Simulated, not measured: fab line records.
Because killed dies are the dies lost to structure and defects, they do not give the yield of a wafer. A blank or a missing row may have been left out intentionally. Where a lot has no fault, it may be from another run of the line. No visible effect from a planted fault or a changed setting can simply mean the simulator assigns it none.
One fault seen from 2 desks ; flow n5-finfet ; each desk has only its own numbers; what lay behind them comes last

== THE METROLOGY DESK ==
Lot by lot, what the gauges showed, no matter which tool ran the lot: averages of those sampled wafers that carry a number. Any lot whose mean is over 4 standard deviations away from the usual mean is out of limits and marked OUT; that distance is given in the brackets. Only the readings that lie furthest out on some lot appear, 7 of the 10 it has.
Columns: A = DIBL_N at N5_BEOL_M4_RC_MEAS_101, usual 36.2 mV/V; B = DIBL_P at N5_BEOL_M4_RC_MEAS_101, usual 36.4 mV/V; C = IOFF_N at N5_BEOL_M4_RC_MEAS_101, usual 0.16 nA/um; D = IOFF_P at N5_BEOL_M4_RC_MEAS_101, usual 0.21 nA/um; E = ION_N at N5_BEOL_M4_RC_MEAS_101, usual 679 uA/um; F = ION_P at N5_BEOL_M4_RC_MEAS_101, usual 465 uA/um; G = SS_N at N5_BEOL_M4_RC_MEAS_101, usual 71.4 mV/dec
lot;first seen here;A;B;C;D;E;F;G
L567;day 8 16:14;35.7;38.6;0.16;0.23;674;463;71.5
L576;day 11 07:05;36.8;37.5;0.18;0.25;687;480;71.7
L578;day 11 14:30;35.0;33.9;0.14;0.20;675;470;71.4
L585;day 13 19:56;38.0;37.9;0.19;0.24;692;470;71.9
L586;day 14 03:36;36.1;37.2;0.16;0.22;676;464;71.2
This desk's finding: nothing out of limits on any of the 5 lots.

== THE TOOL OWNER'S DESK: rie-metal-02 ==
The tool's own readings at N5_GATE_CUT_CUT_ETCH_55 (etches HfO2 in BCl3, target depth 3.2 nm): means of the sampled wafers that have a number, for each lot that ran on this tool. Any lot whose mean is over 4 standard deviations away from the usual mean is out of limits and marked OUT; that distance is given in the brackets.
Columns: A = drypump-motor-current-A at N5_GATE_CUT_CUT_ETCH_55, usual 6.0 A; B = oes-product-au at N5_GATE_CUT_CUT_ETCH_55, usual 0.77 a.u.; C = throttle-valve-pct at N5_GATE_CUT_CUT_ETCH_55, usual 33.0 %
lot;first seen here;A;B;C
L567;day 5 13:49;6.1;0.75;32.8
L578;day 8 03:31;6.1;0.78;32.8
This desk's finding: nothing out of limits on any of the 2 lots.

== TAKEN TOGETHER ==
Nothing out of limits was seen by the metrology desk.
The tool owner's desk saw nothing out of limits.

== WHAT WAS PUT IN BY THE SIMULATOR ==
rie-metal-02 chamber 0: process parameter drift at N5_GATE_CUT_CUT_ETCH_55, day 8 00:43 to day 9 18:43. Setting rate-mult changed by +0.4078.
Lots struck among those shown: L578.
